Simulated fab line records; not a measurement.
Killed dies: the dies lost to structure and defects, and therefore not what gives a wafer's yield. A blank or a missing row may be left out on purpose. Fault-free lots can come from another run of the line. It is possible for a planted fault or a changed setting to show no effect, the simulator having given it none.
Split-lot experiment | flow n5Finfet | 7 lots, 21 wafers read, on a route of 1938 steps

== THE SPLIT ITSELF ==
At N5_BEOL_M7_VIA_ETCH_34 (etches SiCOH lowk in C4F6/O2, target depth 125.5 nm, time 50.5 s), the setting sourceW was moved away from the recipe's 345 W on 8 of the 21 wafers read, by -17.1% to +5.8%. This setting was run at the recipe's value on the other wafers.

The split's own step is where the reading is taken.

== THE READING ==
rfVppV, in V, at N5_BEOL_M7_VIA_ETCH_34 (etches SiCOH lowk in C4F6/O2, target depth 125.5 nm, time 50.5 s). Fault-free wafers of this fab line usually give 670 V, standard deviation 14 V.

wafer  | tool, chamber at the split | sourceW as run, W | against the recipe | rfVppV, V | against lot-mates on the recipe
L077.3 | rieDiel-06, 0              | 345               | recipe             | 661       | -
L077.4 | rieDiel-06, 3              | 305               | -11.6%             | 718       | +57
L077.6 | rieDiel-06, 3              | 305               | -11.6%             | 718       | +57
L074.1 | rieDiel-06, 2              | 345               | recipe             | 667       | -
L074.3 | rieDiel-06, 0              | 286.1             | -17.1%             | 729       | +58
L074.5 | rieDiel-06, 1              | 345               | recipe             | 675       | -
L081.4 | rieDiel-04, 1              | 364.9             | +5.8%              | 632       | -58
L081.5 | rieDiel-04, 3              | 364.9             | +5.8%              | 645       | -45
L081.6 | rieDiel-04, 2              | 345               | recipe             | 690       | -
L083.2 | rieDiel-04, 2              | 345               | recipe             | 689       | -
L083.3 | rieDiel-04, 0              | 345               | recipe             | 691       | -
L083.6 | rieDiel-04, 2              | 345               | recipe             | 690       | -
L087.1 | rieDiel-06, 3              | 324.8             | -5.9%              | 697       | +26
L087.3 | rieDiel-06, 1              | 345               | recipe             | 675       | -
L087.4 | rieDiel-06, 2              | 345               | recipe             | 668       | -
L093.2 | rieDiel-02, 3              | 345               | recipe             | 643       | -
L093.4 | rieDiel-02, 0              | 345               | recipe             | 680       | -
L093.6 | rieDiel-02, 3              | 345               | recipe             | 643       | -
L096.3 | rieDiel-04, 1              | 345               | recipe             | 650       | -
L096.4 | rieDiel-04, 2              | 312.5             | -9.4%              | 725       | +75
L096.6 | rieDiel-04, 3              | 312.5             | -9.4%              | 698       | +48

FIT RESULTS
A straight line over all 21 wafers: rfVppV changes by -4.1 V for each +1% of sourceW; r = -0.85; the points scatter about the line by 15 V.
The same after taking each lot's own level away (the mean of its wafers on the recipe; 21 wafers): -5.21 V for each +1%; r = -0.92; scatter 14 V.
That fit puts the effect of the largest move of sourceW on the reading at 89 V.
The span of the lots' own levels, 650.0 to 690.0 V, comes to 2.9 times the standard deviation stated above.
So the lot-to-lot level changes the slope: the two fits differ.
Check: with one of the wafers moved furthest among these (-17.1%) left out of the fit, the line predicts +101 V for it against its lot-mates. It came out at +58 V against them.
Tool readings at the split's step, against how far the setting was moved: rfVppV r = -0.85.

== OTHER SPLITS ON THESE WAFERS ==
Note: prior to the reading, these wafers also went through further splits. Each is held against what the fit with the lots' levels taken away leaves over:
other split on the same wafers | wafers away from the commonest value | r with rfVppV (lot level and that fit taken away)
N5_BEOL_M5_COAT_22 spinRpm     | 7                                    | -0.02
N5_BEOL_M7_COAT_63 spinRpm     | 8                                    | -0.40
N5_BEOL_M7_COAT_71 spinRpm     | 8                                    | -0.18

== THE FILE'S OWN FIT ==
rfVppV changes by -4.61 V for each +1% of sourceW, r = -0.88.
